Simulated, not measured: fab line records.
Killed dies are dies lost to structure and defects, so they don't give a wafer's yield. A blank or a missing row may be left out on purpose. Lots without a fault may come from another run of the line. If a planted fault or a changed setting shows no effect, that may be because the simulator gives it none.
fab line records ; flow n5_finfet
[record] lots = 11; wafers = 28; last_day = 18
route steps=1938 shown BEOL_M7@1280 PASSIVATION@1936
lots untouched by any fault: they come from a run of this same line in which no faults occurred
start_h: hours from the record's first day to the start of the lot's first wafer shown ; wait_h: hours elapsed since this lot's preceding step ; " identical to the entry in the row above ; L1.1+2: a row that stands for several wafers ; - no value present, or no start provided ; * or withheld: withheld ; < > ~ a bound
route shown NAME@n: NAME is a module with steps in the file, n the number in the route of the first one ; usual: average and standard deviation across the fault-free wafers ; same: alike in all rows ; chamber/n: place in a boat ; sites: readings site by site ; _std_site: standard deviation of those values ; _edge_site: the outer-site mean with the inner-site mean subtracted ; radius_mm: how far each site lies from the wafer's centre ; mask NAME#n: copy n ; behind: the most recent tool/chamber to have shaped the wafer ; hold: reason for holding the lot/hours on hold/outcome of the hold ; device: transistor that didn't switch, given as n, p or np ; end of line: tests run on the same wafers once the route is complete ; for a step that has no rows: nothing shown but its recipe ; killed: count of dies lost to structure and defects at first sort (not the wafer's yield) ; map: the dies of a wafer, with x for killed, . for not killed, _ for no die there
set.NAME: the run value of the setting; set.NAME@STEP: its run value at that earlier step ; model.NAME: the simulator's own value behind a step, which no gauge read
steps of the route over a sample of lots; a table a step, a row a wafer
services: from which hour (start_h, from the record's first day; less than 0 if before it) a tool's chamber was out of use, for how many hours, and why
[[steps]]
[step N5_BEOL_M7_ETCH_61]
[recipe] chemistry = CF4; target = SiARC; target_depth_a = 455; mask_material = CAR-ArF; time_s = 75.8; ion_energy_ev = 80; pressure_mtorr = 40; source_w = 545; bias_w = 36; Ar_flow_sccm = 100; cf4_flow_sccm = 100; ends = cleared
[usual] drypump_motor_current_A = 5.9/0.32; etch_rf_on_time_s = 75.5/2.6; oes_product_au = 0.69/0.079; rf_vpp_V = 183.8/1.4; showerhead_plenum_p_Torr = 2.12/0.083; throttle_valve_pct = 15.57/0.22
lot.wafer;tool;chamber;start_h;wait_h;drypump_motor_current_A;etch_rf_on_time_s;oes_product_au;rf_hours_counter_h;rf_vpp_V;showerhead_plenum_p_Torr;throttle_valve_pct
L204.1;rie_diel-06;1;190.37;0.0;6.2;75.0;0.77;29;183.9;2.10;15.62
L204.4;rie_diel-06;0;190.37;0.0;5.5;75.1;0.60;232;183.0;2.04;15.80
L204.6;rie_diel-06;3;190.37;0.0;6.0;75.4;0.66;-;184.2;2.08;15.74
L205.3;rie_diel-06;3;208.03;0.0;6.1;75.6;0.66;132;181.6;2.08;15.73
L205.4;rie_diel-06;1;208.03;0.0;6.2;75.0;0.76;34;184.4;2.10;15.58
L205.5;rie_diel-06;2;208.03;0.0;5.9;79.1;0.56;-;184.7;2.19;15.74
L207.2;rie_diel-03;0;221.10;0.0;5.8;71.4;0.75;48;184.8;2.18;15.74
L207.4;rie_diel-03;0;221.10;0.0;5.9;72.5;0.75;-;185.0;2.18;15.76
L207.5;rie_diel-03;2;221.10;0.0;6.5;74.1;0.84;-;182.4;2.11;15.15
L209.2;rie_diel-03;1;233.50;0.0;5.5;73.2;0.64;205;183.0;2.05;15.93
L209.5;rie_diel-03;1;233.50;0.0;5.6;73.2;0.63;-;182.4;2.05;15.93
L212.3;rie_diel-04;2;237.33;0.0;6.1;77.2;0.80;9;184.2;2.20;15.47
L212.4;rie_diel-04;0;237.33;0.0;5.4;75.8;0.63;184;183.3;2.05;15.48
L210.2;rie_diel-03;0;237.56;0.0;5.8;71.9;0.74;55;186.1;2.18;15.74
L210.3;rie_diel-03;1;237.56;0.0;5.6;73.8;0.63;207;183.0;2.05;15.93
L214.1;rie_diel-04;3;260.52;0.0;5.7;75.7;0.65;144;182.3;1.98;15.40
L214.2;rie_diel-04;2;260.52;0.0;6.1;77.6;0.76;17;183.8;2.19;15.48
L215.3;rie_diel-04;1;270.49;0.0;6.2;82.4;0.59;199;185.9;2.21;15.58
L215.4;rie_diel-04;3;270.49;0.0;5.6;74.9;0.65;148;181.7;1.98;15.40
L215.6;rie_diel-04;0;270.49;0.0;5.4;75.4;0.62;-;183.9;2.04;15.48
L218.2;rie_diel-06;3;281.84;0.0;5.9;76.3;0.63;160;183.0;2.07;15.79
L218.4;rie_diel-06;0;281.84;0.0;5.5;73.1;0.83;5;185.7;2.29;15.34
L218.5;rie_diel-06;0;281.84;0.0;5.5;72.8;0.83;-;185.5;2.29;15.33
L219.1;rie_diel-03;1;300.77;0.0;5.6;73.2;0.62;227;181.9;2.04;15.97
L219.2;rie_diel-03;0;300.77;0.0;5.9;72.1;0.72;72;183.8;2.18;15.79
L226.2;rie_diel-04;0;355.78;0.0;5.4;75.7;0.62;210;184.2;2.04;15.54
L226.5;rie_diel-04;0;355.78;0.0;5.4;76.2;0.62;-;182.1;2.04;15.52
L226.6;rie_diel-04;3;355.78;0.0;5.6;74.8;0.63;-;182.3;1.98;15.45
[step N5_BEOL_M7_VIA_ETCH_34]
[recipe] chemistry = C4F6/O2; target = SiCOH_lowk; target_depth_a = 1255; mask_material = SOC; taper_deg = 4; time_s = 50.5; ion_energy_ev = 250; pressure_mtorr = 30; source_w = 345; bias_w = 185; Ar_flow_sccm = 300; C4F6_flow_sccm = 10; O2_flow_sccm = 10
[usual] drypump_motor_current_A = 5.8/0.35; oes_product_au = 0.81/0.088; rf_vpp_V = 656/14; run_length_s = 74.0/0.44; showerhead_plenum_p_Torr = 2.83/0.12; throttle_valve_pct = 20.85/0.26
lot.wafer;tool;chamber;start_h;wait_h;drypump_motor_current_A;oes_product_au;rf_hours_counter_h;rf_vpp_V;run_length_s;showerhead_plenum_p_Torr;throttle_valve_pct
L204.1;rie_diel-03;1;192.95;0.0;5.6;0.74;194;652;74.1;2.71;21.17
L204.4;rie_diel-03;3;192.95;0.0;5.5;0.69;-;648;73.9;2.72;20.87
L204.6;rie_diel-03;0;192.95;0.0;5.9;0.87;-;646;72.9;2.88;20.93
L205.3;rie_diel-03;1;209.22;0.0;5.6;0.73;200;652;74.1;2.71;21.18
L205.4;rie_diel-03;3;209.22;0.0;5.5;0.69;246;648;73.7;2.72;20.88
L205.5;rie_diel-03;0;209.22;0.0;5.8;0.87;-;647;73.6;2.87;20.95
L207.2;rie_diel-04;3;224.46;0.0;5.6;0.77;130;655;74.0;2.65;20.70
L207.4;rie_diel-04;0;224.46;0.0;5.4;0.74;179;658;74.2;2.71;20.63
L207.5;rie_diel-04;3;224.46;0.0;5.6;0.77;-;654;74.0;2.65;20.70
L209.2;rie_diel-04;2;235.76;0.0;6.1;0.94;8;706;74.6;2.95;21.05
L209.5;rie_diel-04;0;235.76;0.0;5.4;0.74;-;657;73.8;2.71;20.64
L212.3;rie_diel-04;1;238.60;0.0;6.2;0.70;188;667;73.4;2.95;20.79
L212.4;rie_diel-04;2;238.60;0.0;6.0;0.94;10;704;74.3;2.95;21.05
L210.2;rie_diel-06;0;238.89;0.0;5.5;0.67;249;654;73.7;2.71;21.12
L210.3;rie_diel-06;3;238.89;0.0;6.0;0.74;145;635;74.5;2.77;21.15
L214.1;rie_diel-03;0;263.52;0.0;5.9;0.84;64;648;73.1;2.86;20.96
L214.2;rie_diel-03;2;263.52;0.0;6.5;0.93;20;647;73.9;2.80;20.48
L215.3;rie_diel-03;3;274.67;0.0;5.5;0.93;8;659;74.4;3.05;20.53
L215.4;rie_diel-03;2;274.67;0.0;6.6;0.91;23;647;74.4;2.80;20.48
L215.6;rie_diel-03;1;274.67;0.0;5.6;0.72;-;653;74.2;2.70;21.21
L218.2;rie_diel-03;3;283.22;0.0;5.5;0.92;11;658;73.6;3.05;20.51
L218.4;rie_diel-03;2;283.22;0.0;6.6;0.91;-;647;74.3;2.80;20.48
L218.5;rie_diel-03;1;283.22;0.0;5.6;0.72;-;652;77.1;2.70;21.20
L219.1;rie_diel-03;3;306.33;0.0;5.5;0.90;17;660;77.4;3.05;20.54
L219.2;rie_diel-03;2;306.33;0.0;6.5;0.89;33;648;74.4;2.79;20.48
L226.2;rie_diel-03;1;358.82;0.0;5.6;0.70;246;653;73.9;2.69;21.25
L226.5;rie_diel-03;2;358.82;0.0;6.5;0.89;-;647;73.9;2.79;20.52
L226.6;rie_diel-03;1;358.82;0.0;5.6;0.71;-;652;74.2;2.69;21.25
[step N5_BEOL_M7_STRIP_36]
[recipe] chemistry = N2/H2; power_w = 450; temp_c = 40; pressure_mtorr = 20; rf_frequency_hz = 6e+07; overash_fraction = 0.3; bias_power_w = 7; h2_frac = 0.5; n2_flow_sccm = 200; h2_flow_sccm = 200
[usual] drypump_motor_current_A = 5.8/0.35; oes_product_au = 0.81/0.089; rf_vpp_V = 59.3/1.5; showerhead_plenum_p_Torr = 2.50/0.11; throttle_valve_pct = 23.5/0.41
lot.wafer;tool;chamber;start_h;wait_h;drypump_motor_current_A;oes_product_au;rf_hours_counter_h;rf_vpp_V;showerhead_plenum_p_Torr;throttle_valve_pct
L204.1;rie_diel-03;1;193.00;0.0;5.5;0.72;194;57.8;2.41;24.0
L204.4;rie_diel-03;3;193.00;0.0;5.5;0.69;-;59.8;2.39;23.5
L204.6;rie_diel-03;0;193.00;0.0;5.8;0.86;-;58.9;2.58;24.1
L205.3;rie_diel-03;1;209.27;0.0;5.6;0.72;200;59.0;2.41;24.0
L205.4;rie_diel-03;3;209.27;0.0;5.5;0.70;246;57.9;2.39;23.5
L205.5;rie_diel-03;0;209.27;0.0;5.9;0.87;-;62.8;2.58;24.1
L207.2;rie_diel-04;3;224.52;0.0;5.6;0.79;130;58.6;2.33;23.2
L207.4;rie_diel-04;0;224.52;0.0;5.4;0.74;179;59.1;2.41;23.2
L207.5;rie_diel-04;3;224.52;0.0;5.6;0.76;-;60.1;2.33;23.3
L209.2;rie_diel-04;2;235.82;0.0;6.1;0.94;8;62.4;2.60;23.4
L209.5;rie_diel-04;0;235.82;0.0;5.4;0.73;-;58.9;2.41;23.2
L212.3;rie_diel-04;1;238.65;0.0;6.2;0.73;188;60.7;2.60;23.3
L212.4;rie_diel-04;2;238.65;0.0;6.1;0.94;10;56.0;2.60;23.4
L210.2;rie_diel-06;0;238.94;0.0;5.4;0.68;249;56.0;2.38;23.7
L210.3;rie_diel-06;3;238.94;0.0;6.0;0.76;145;59.1;2.42;23.5
L214.1;rie_diel-03;0;263.57;0.0;5.8;0.84;64;62.7;2.57;24.1
L214.2;rie_diel-03;2;263.57;0.0;6.5;0.93;20;60.9;2.47;22.7
L215.3;rie_diel-03;3;274.72;0.0;5.5;0.93;8;58.7;2.70;23.1
L215.4;rie_diel-03;2;274.72;0.0;6.6;0.93;23;58.1;2.47;22.8
L215.6;rie_diel-03;1;274.72;0.0;5.6;0.71;-;55.3;2.40;24.0
L218.2;rie_diel-03;3;283.27;0.0;5.5;0.93;11;59.3;2.70;23.1
L218.4;rie_diel-03;2;283.27;0.0;6.6;0.92;-;59.1;2.46;22.8
L218.5;rie_diel-03;1;283.27;0.0;5.6;0.71;-;57.0;2.40;24.0
L219.1;rie_diel-03;3;306.39;0.0;5.5;0.91;17;59.7;2.70;23.1
L219.2;rie_diel-03;2;306.39;0.0;6.6;0.91;33;58.5;2.46;22.8
L226.2;rie_diel-03;1;358.87;0.0;5.6;0.69;246;60.5;2.39;24.1
L226.5;rie_diel-03;2;358.87;0.0;6.6;0.88;-;60.6;2.46;22.8
L226.6;rie_diel-03;1;358.87;0.0;5.6;0.69;-;59.3;2.39;24.0
[step N5_BEOL_M7_ETCH_41]
[recipe] chemistry = CH3F/O2; target = SiCN; target_depth_a = 319; taper_deg = 2; time_s = 57.8; ion_energy_ev = 120; mask_material = TiN; pressure_mtorr = 30; source_w = 395; bias_w = 75; Ar_flow_sccm = 150; CH3F_flow_sccm = 30; O2_flow_sccm = 20
[usual] drypump_motor_current_A = 5.8/0.35; oes_product_au = 0.81/0.087; rf_vpp_V = 296.9/2; run_length_s = 81.2/0.42; showerhead_plenum_p_Torr = 1.98/0.089; throttle_valve_pct = 16.26/0.26
lot.wafer;tool;chamber;start_h;wait_h;drypump_motor_current_A;oes_product_au;rf_hours_counter_h;rf_vpp_V;run_length_s;showerhead_plenum_p_Torr;throttle_valve_pct
L204.1;rie_diel-03;1;-;-;5.6;0.74;194;295.1;81.0;1.90;16.59
L204.4;rie_diel-03;3;-;-;5.5;0.69;-;295.5;80.9;1.90;16.33
L204.6;rie_diel-03;0;-;-;5.8;0.88;-;297.2;80.4;2.03;16.34
L205.3;rie_diel-03;1;-;-;5.6;0.72;200;298.1;81.1;1.90;16.60
L205.4;rie_diel-03;3;-;-;5.5;0.69;246;294.9;81.4;1.90;16.34
L205.5;rie_diel-03;0;-;-;5.8;0.86;-;298.0;80.2;2.03;16.36
L207.2;rie_diel-04;3;-;-;5.6;0.78;131;294.1;81.6;1.86;16.13
L207.4;rie_diel-04;0;-;-;5.4;0.74;179;295.5;81.5;1.90;16.12
L207.5;rie_diel-04;3;-;-;5.6;0.77;-;293.0;81.3;1.86;16.11
L209.2;rie_diel-04;2;-;-;6.1;0.94;8;298.4;81.4;2.08;16.32
L209.5;rie_diel-04;0;-;-;5.4;0.74;-;294.5;82.0;1.90;16.14
L212.3;rie_diel-04;1;-;-;6.2;0.71;188;299.0;80.6;2.08;16.29
L212.4;rie_diel-04;2;-;-;6.0;0.94;10;298.3;81.4;2.08;16.34
L210.2;rie_diel-06;0;-;-;5.5;0.68;249;293.5;81.2;1.89;16.54
L210.3;rie_diel-06;3;-;-;6.0;0.75;145;295.1;81.7;1.95;16.50
L214.1;rie_diel-03;0;-;-;5.8;0.84;64;297.9;80.7;2.02;16.38
L214.2;rie_diel-03;2;-;-;6.6;0.92;20;296.3;81.5;1.97;15.89
L215.3;rie_diel-03;3;-;-;5.5;0.93;8;300.0;81.7;2.15;15.88
L215.4;rie_diel-03;2;-;-;6.5;0.93;23;297.6;81.4;1.97;15.88
L215.6;rie_diel-03;1;-;-;5.6;0.72;-;294.0;81.5;1.90;16.64
L218.2;rie_diel-03;3;-;-;5.5;0.92;11;300.0;81.4;2.15;15.88
L218.4;rie_diel-03;2;-;-;6.6;0.91;-;298.6;81.4;1.97;15.88
L218.5;rie_diel-03;1;-;-;5.6;0.71;-;296.5;81.6;1.90;16.66
L219.1;rie_diel-03;3;-;-;5.5;0.90;17;299.5;80.9;2.15;15.91
L219.2;rie_diel-03;2;-;-;6.5;0.90;33;296.5;81.5;1.96;15.93
L226.2;rie_diel-03;1;-;-;5.6;0.70;246;295.3;81.2;1.89;16.68
L226.5;rie_diel-03;2;-;-;6.5;0.89;-;295.6;81.4;1.96;15.92
L226.6;rie_diel-03;1;-;-;5.6;0.70;-;294.6;81.8;1.89;16.69
[step N5_PASSIVATION_PROBE_49]
[usual] defect_limited_yield = 90.9/1.6; killed_at_M0_to_M3 = 34/10; killed_at_M4_up = 13/5.4; killed_at_contacts = 13/6; killed_at_front_end = 42/13; killed_at_other = 4/3.2; killed_dies = 107/18; killed_open = 69/14; killed_short = 35/7.7; sort_bin_5_function = 5.3/1; sort_bin_6_memory = 3.3/0.75; sort_n_pass = 1073/19; sort_yield_pct = 90.9/1.6
[same] gross_dies = 1180; killed_at_back_side = 0; sort_bin_4_leakage[%] = 0; sort_bin_8_speed[%] = 0
lot.wafer;tool;chamber;start_h;wait_h;defect_limited_yield[%];killed_at_M0_to_M3;killed_at_M4_up;killed_at_contacts;killed_at_front_end;killed_at_other;killed_dies;killed_open;killed_short;sort_bin_5_function[%];sort_bin_6_memory[%];sort_n_pass;sort_yield_pct[%]
L204.1;prober-02;-;266.84;0.0;90.1;37;10;22;48;0;117;70;42;5.6;3.3;1063;90.1
L204.4;prober-02;-;266.99;0.2;89.5;28;11;26;55;4;124;79;43;5.3;4.8;1056;89.5
L204.6;prober-02;-;267.09;0.3;91.6;17;9;18;54;1;99;66;24;4.7;3.1;1081;91.6
L205.3;prober-01;-;287.61;0.1;93.4;25;14;15;23;1;78;55;22;3.1;3.2;1102;93.4
L205.4;prober-01;-;287.66;0.2;91.9;30;13;17;32;3;95;58;34;5.3;2.6;1085;91.9
L205.5;prober-01;-;287.71;0.2;91.8;37;12;13;32;3;97;61;35;3.9;3.8;1083;91.8
L207.2;prober-02;-;294.51;0.1;91.6;27;11;18;40;3;99;58;31;4.7;2.6;1081;91.6
L207.4;prober-02;-;294.61;0.2;90.8;46;3;3;56;1;109;69;34;5.8;3.2;1071;90.8
L207.5;prober-02;-;294.66;0.2;91.2;22;7;15;59;1;104;72;29;5.0;3.5;1076;91.2
L209.2;prober-01;-;304.92;0.1;93.0;25;7;22;26;3;83;59;24;4.4;2.6;1097;93.0
L209.5;prober-01;-;305.07;0.2;94.0;27;6;10;25;3;71;50;20;3.7;2.2;1109;94.0
L212.3;prober-02;-;312.71;0.1;93.1;25;19;5;25;7;81;44;35;4.0;2.4;1099;93.1
L212.4;prober-02;-;312.76;0.2;94.0;26;15;2;24;4;71;40;30;3.7;2.1;1109;94.0
L210.2;prober-02;-;315.63;0.1;90.3;29;8;7;69;2;115;86;29;5.6;4.1;1065;90.3
L210.3;prober-02;-;315.68;0.1;90.3;45;16;15;36;2;114;69;42;5.8;3.5;1066;90.3
L214.1;prober-02;-;341.94;0.0;93.7;22;18;8;24;2;74;54;20;3.9;2.2;1106;93.7
L214.2;prober-02;-;341.99;0.1;91.9;39;13;13;28;2;95;63;31;5.2;2.7;1085;91.9
L215.3;prober-01;-;353.38;0.1;89.9;38;22;10;46;3;119;68;47;6.9;2.8;1061;89.9
L215.4;prober-01;-;353.43;0.2;90.3;48;7;19;39;2;115;74;41;5.8;3.4;1065;90.3
L215.6;prober-01;-;353.53;0.3;88.9;34;25;22;48;2;131;86;42;6.4;4.2;1049;88.9
L218.2;prober-02;-;357.12;0.1;91.9;28;13;14;38;2;95;56;24;4.7;3.1;1085;91.9
L218.4;prober-02;-;357.22;0.2;92.8;28;20;3;30;4;85;51;31;3.7;2.7;1095;92.8
L218.5;prober-02;-;357.27;0.2;93.1;24;23;6;23;6;82;61;20;4.2;2.6;1098;93.1
L219.1;prober-02;-;374.66;0.0;89.0;43;12;8;57;10;130;82;38;7.2;3.7;1050;89.0
L219.2;prober-02;-;374.71;0.1;88.3;48;10;11;55;14;138;90;47;7.6;3.7;1042;88.3
L226.2;prober-02;-;432.52;0.1;89.7;24;17;8;65;7;121;72;43;5.8;4.3;1059;89.7
L226.5;prober-02;-;432.67;0.2;89.4;19;14;27;59;6;125;81;38;6.2;4.2;1055;89.4
L226.6;prober-02;-;432.72;0.3;89.1;33;17;21;48;10;129;86;36;5.5;5.1;1051;89.1
// killed by level:class
L204.1 MOL_CONTACT_COAG:geometric_particle:open=14 STI_FIN_REVEAL:geometric_particle:open=12 BEOL_M0_SAQP:geometric_particle:open=11 BEOL_M0_SAQP:geometric_particle:short=10 MOL_CONTACT_COAG:geometric_particle:short=8 FIN_SAQP:geometric_particle:open=7 FIN_SAQP:geometric_particle:short=6 GATE_CUT:geometric_particle:open=6
L204.4 MOL_CONTACT_COAG:geometric_particle:open=24 FIN_SAQP:geometric_particle:short=19 STI_FIN_REVEAL:geometric_particle:open=18 BEOL_M0_SAQP:geometric_particle:open=13 BEOL_M0_SAQP:geometric_particle:short=8 GATE_CUT:geometric_particle:short=5 BEOL_M6:geometric_particle:open=4 FIN_SAQP:geometric_particle:open=3
L204.6 FIN_SAQP:geometric_particle:open=17 MOL_CONTACT_COAG:geometric_particle:open=16 STI_FIN_REVEAL:geometric_particle:open=13 BEOL_M4:geometric_particle:open=5 FIN_SAQP:geometric_particle:short=4 GATE_CUT:geometric_particle:short=4 BEOL_M0_SAQP:geometric_particle:open=4 BEOL_M0_SAQP:geometric_particle:short=4
L205.3 MOL_CONTACT_COAG:geometric_particle:open=13 FIN_SAQP:geometric_particle:short=10 BEOL_M2:geometric_particle:open=8 BEOL_M0_SAQP:geometric_particle:open=5 STI_FIN_REVEAL:geometric_particle:open=4 BEOL_M5:geometric_particle:open=4 ILD0:geometric_particle:open=3 BEOL_M1:geometric_particle:open=3
L205.4 MOL_CONTACT_COAG:geometric_particle:open=11 BEOL_M1:geometric_particle:open=8 BEOL_M2:geometric_particle:open=7 MOL_CONTACT_COAG:geometric_particle:short=6 FIN_SAQP:geometric_particle:short=4 STI_FIN_REVEAL:geometric_particle:open=4 DUMMY_GATE:geometric_particle:open=4 BEOL_M0_SAQP:geometric_particle:short=4
L205.5 BEOL_M1:geometric_particle:open=13 MOL_CONTACT_COAG:geometric_particle:open=11 BEOL_M0_SAQP:geometric_particle:short=10 ILD0:geometric_particle:open=7 ILD0:geometric_particle:short=6 FIN_SAQP:geometric_particle:short=5 BEOL_M0_SAQP:geometric_particle:open=5 BEOL_M1:geometric_particle:short=5
L207.2 MOL_CONTACT_COAG:geometric_particle:open=14 BEOL_M2:geometric_particle:open=11 HKMG_FIN:area_etch=8 STI_FIN_REVEAL:geometric_particle:open=7 BEOL_M0_SAQP:geometric_particle:short=5 BEOL_M5:geometric_particle:open=5 FIN_SAQP:geometric_particle:open=4 STI_FIN_REVEAL:geometric_particle:short=4
L207.4 FIN_SAQP:geometric_particle:open=18 STI_FIN_REVEAL:geometric_particle:open=13 BEOL_M2:geometric_particle:open=10 FIN_SAQP:geometric_particle:short=7 BEOL_M1:geometric_particle:open=7 BEOL_M2:geometric_particle:short=6 BEOL_M0_SAQP:geometric_particle:short=5 STARTING-WAFER:geometric_particle:short=5
L207.5 FIN_SAQP:geometric_particle:open=25 FIN_SAQP:geometric_particle:short=11 MOL_CONTACT_COAG:geometric_particle:open=11 BEOL_M2:geometric_particle:open=10 STI_FIN_REVEAL:geometric_particle:open=6 GATE_CUT:geometric_particle:short=4 BEOL_M1:geometric_particle:open=4 GATE_CUT:geometric_particle:open=3
L209.2 MOL_CONTACT_COAG:geometric_particle:open=18 STI_FIN_REVEAL:geometric_particle:open=9 BEOL_M0:geometric_particle:open=6 GATE_CUT:geometric_particle:short=5 BEOL_M0_SAQP:geometric_particle:short=5 MOL_CONTACT_COAG:geometric_particle:short=4 BEOL_M1:geometric_particle:open=4 BEOL_M3:geometric_particle:open=4
L209.5 MOL_CONTACT_COAG:geometric_particle:open=8 STI_FIN_REVEAL:geometric_particle:open=7 BEOL_M2:geometric_particle:open=6 GATE_CUT:geometric_particle:short=4 BEOL_M0_SAQP:geometric_particle:open=4 BEOL_M0_SAQP:geometric_particle:short=4 BEOL_M1:geometric_particle:open=4 BEOL_M3:geometric_particle:open=4
L212.3 BEOL_M0_SAQP:geometric_particle:open=6 BEOL_M0_SAQP:geometric_particle:short=6 BEOL_M2:geometric_particle:open=5 BEOL_M4:geometric_particle:open=5 ILD0:geometric_particle:open=4 BEOL_M4:geometric_particle:short=4 FIN_SAQP:geometric_particle:short=3 DUMMY_GATE:geometric_particle:open=3
L212.4 BEOL_M0_SAQP:geometric_particle:open=7 FIN_SAQP:geometric_particle:short=5 BEOL_M0_SAQP:geometric_particle:short=5 BEOL_M4:geometric_particle:open=5 STARTING-WAFER:geometric_particle:short=5 FIN_SAQP:geometric_particle:open=4 BEOL_M1:geometric_particle:open=4 BEOL_M3:geometric_particle:open=4
L210.2 STI_FIN_REVEAL:geometric_particle:open=33 STI_FIN_REVEAL:geometric_particle:short=9 FIN_SAQP:geometric_particle:short=8 FIN_SAQP:geometric_particle:open=7 BEOL_M1:geometric_particle:open=6 BEOL_M0_SAQP:geometric_particle:open=5 BEOL_M0:geometric_particle:open=5 BEOL_M2:geometric_particle:open=5
L210.3 BEOL_M0_SAQP:geometric_particle:short=10 MOL_CONTACT_COAG:geometric_particle:open=10 BEOL_M0_SAQP:geometric_particle:open=9 STI_FIN_REVEAL:geometric_particle:open=8 BEOL_M3:geometric_particle:open=7 BEOL_M4:geometric_particle:open=7 FIN_SAQP:geometric_particle:open=6 BEOL_M0:geometric_particle:short=6
L214.1 BEOL_M4:geometric_particle:open=11 STI_FIN_REVEAL:geometric_particle:open=9 BEOL_M0_SAQP:geometric_particle:open=6 MOL_CONTACT_COAG:geometric_particle:open=5 DUMMY_GATE:geometric_particle:open=4 STARTING-WAFER:geometric_particle:short=4 MOL_CONTACT_COAG:geometric_particle:short=3 BEOL_M0_SAQP:geometric_particle:short=3
L214.2 BEOL_M2:geometric_particle:open=12 DUMMY_GATE:geometric_particle:open=9 MOL_CONTACT_COAG:geometric_particle:open=9 BEOL_M4:geometric_particle:open=7 BEOL_M0_SAQP:geometric_particle:open=6 BEOL_M0_SAQP:geometric_particle:short=6 MOL_CONTACT_COAG:geometric_particle:short=4 FIN_SAQP:geometric_particle:short=3
L215.3 BEOL_M0_SAQP:geometric_particle:short=16 FIN_SAQP:geometric_particle:open=12 FIN_SAQP:geometric_particle:short=9 BEOL_M1:geometric_particle:open=8 BEOL_M4:geometric_particle:open=8 STI_FIN_REVEAL:geometric_particle:open=7 MOL_CONTACT_COAG:geometric_particle:open=7 BEOL_M0_SAQP:geometric_particle:open=7
L215.4 MOL_CONTACT_COAG:geometric_particle:open=15 BEOL_M0_SAQP:geometric_particle:short=15 FIN_SAQP:geometric_particle:open=14 FIN_SAQP:geometric_particle:short=10 BEOL_M0_SAQP:geometric_particle:open=8 BEOL_M3:geometric_particle:open=7 BEOL_M2:geometric_particle:open=5 STI_FIN_REVEAL:geometric_particle:open=5
L215.6 MOL_CONTACT_COAG:geometric_particle:open=15 STI_FIN_REVEAL:geometric_particle:open=11 BEOL_M4:geometric_particle:open=10 MOL_CONTACT_COAG:geometric_particle:short=7 BEOL_M0_SAQP:geometric_particle:short=7 BEOL_M3:geometric_particle:open=7 FIN_SAQP:geometric_particle:short=6 DUMMY_GATE:geometric_particle:open=5
L218.2 FIN_CUT:area_etch=12 MOL_CONTACT_COAG:geometric_particle:open=11 BEOL_M3:geometric_particle:open=9 FIN_SAQP:geometric_particle:short=7 DUMMY_GATE:geometric_particle:open=5 BEOL_M1:geometric_particle:open=5 BEOL_M2:geometric_particle:open=4 BEOL_M5:geometric_particle:open=4
L218.4 BEOL_M4:geometric_particle:open=7 BEOL_M0_SAQP:geometric_particle:short=6 BEOL_M0_SAQP:geometric_particle:open=5 BEOL_M3:geometric_particle:open=5 BEOL_M5:geometric_particle:open=5 DUMMY_GATE:geometric_particle:open=4 ILD0:geometric_particle:short=4 GATE_CUT:geometric_particle:short=4
L218.5 BEOL_M2:geometric_particle:open=8 BEOL_M5:geometric_particle:open=6 STI_FIN_REVEAL:geometric_particle:open=6 FIN_SAQP:geometric_particle:short=5 MOL_CONTACT_COAG:geometric_particle:open=5 BEOL_M8:geometric_particle:open=5 BEOL_M1:geometric_particle:open=4 BEOL_M4:geometric_particle:open=4
L219.1 FIN_SAQP:geometric_particle:open=15 STI_FIN_REVEAL:geometric_particle:open=12 BEOL_M3:geometric_particle:open=12 BEOL_M0_SAQP:geometric_particle:short=8 BEOL_M0_SAQP:geometric_particle:open=8 BEOL_M1:geometric_particle:open=8 FIN_CUT:area_etch=8 GATE_CUT:geometric_particle:short=5
L219.2 FIN_SAQP:geometric_particle:open=22 BEOL_M0_SAQP:geometric_particle:open=13 BEOL_M0_SAQP:geometric_particle:short=11 BEOL_M3:geometric_particle:open=10 STI_FIN_REVEAL:geometric_particle:open=8 MOL_CONTACT_COAG:geometric_particle:open=8 GATE_CUT:geometric_particle:short=6 GATE_CUT:geometric_particle:open=5
L226.2 FIN_SAQP:geometric_particle:short=18 STI_FIN_REVEAL:geometric_particle:open=16 BEOL_M3:geometric_particle:open=16 BEOL_M4:geometric_particle:open=8 FIN_SAQP:geometric_particle:open=6 STI_FIN_REVEAL:geometric_particle:short=6 MOL_CONTACT_COAG:geometric_particle:open=6 DUMMY_GATE:geometric_particle:open=5
L226.5 MOL_CONTACT_COAG:geometric_particle:open=20 FIN_SAQP:geometric_particle:open=15 STI_FIN_REVEAL:geometric_particle:open=11 BEOL_M4:geometric_particle:open=8 FIN_SAQP:geometric_particle:short=7 MOL_CONTACT_COAG:geometric_particle:short=7 GATE_CUT:geometric_particle:short=5 BEOL_M2:geometric_particle:open=5
L226.6 STI_FIN_REVEAL:geometric_particle:open=15 MOL_CONTACT_COAG:geometric_particle:open=15 FIN_SAQP:geometric_particle:open=11 BEOL_M2:geometric_particle:short=10 BEOL_M3:geometric_particle:open=8 BEOL_M4:geometric_particle:open=8 FIN_SAQP:geometric_particle:short=6 MOL_CONTACT_COAG:geometric_particle:short=5
[[services]]
tool;chamber;start_h;hours;kind
rie_diel-03;2;175.53;-;clean
rie_diel-03;2;175.53;-;consumable_replace:focus_ring
rie_diel-03;2;175.53;31.8;scheduled_down
rie_diel-03;2;175.53;31.8;vent_cycle
rie_diel-06;2;178.37;10.6;repair
rie_diel-04;2;189.35;-;clean
rie_diel-04;2;189.35;-;consumable_replace:focus_ring
rie_diel-04;2;189.35;21.2;scheduled_down
rie_diel-04;2;189.35;21.2;vent_cycle
rie_diel-06;-;201.59;2.8;pm
rie_diel-04;0;209.83;5.8;repair
rie_diel-06;2;213.54;-;clean
rie_diel-06;2;213.54;-;consumable_replace:focus_ring
rie_diel-06;2;213.54;13.1;scheduled_down
rie_diel-03;3;233.72;-;clean
rie_diel-03;3;233.72;-;consumable_replace:focus_ring
rie_diel-03;3;233.72;-;consumable_replace:showerhead
rie_diel-03;3;233.72;11.9;scheduled_down
rie_diel-03;3;233.72;11.9;vent_cycle
rie_diel-04;0;250.43;17.9;repair
rie_diel-03;-;267.61;2.8;pm
rie_diel-03;3;285.89;4.9;repair
rie_diel-06;-;318.79;1.1;repair
rie_diel-04;0;341.79;8.0;repair
[[key]]
[first_sign] step = N5_BEOL_M7_VIA_ETCH_34; reading = run_length_s; direction = up; sigmas = 7.4; usual = *; struck = *
effect none on later readings
met_at N5_BEOL_M7_VIA_ETCH_34
struck_lots L218,L219
struck_wafers L218.5,L219.1
[baseline_loss] step = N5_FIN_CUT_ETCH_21; wafers = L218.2
not_acting_at N5_BEOL_M7_ETCH_61,N5_BEOL_M7_STRIP_36,N5_BEOL_M7_ETCH_41
onset_between 274.67 283.22
[fault] kind = process_parameter_drift; tool = rie_diel-03; chamber = -; onset_h = 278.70; steps = N5_BEOL_M7_VIA_ETCH_34; channel = time_s; offset = *; shape = step; end_h = 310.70; scope = struck_wafers_only; acts_in = *; stated = *
// baseline_loss: these wafers lose ten dies or more at that step, a loss of the line's own and not of a fault; the sort's usual values leave them out
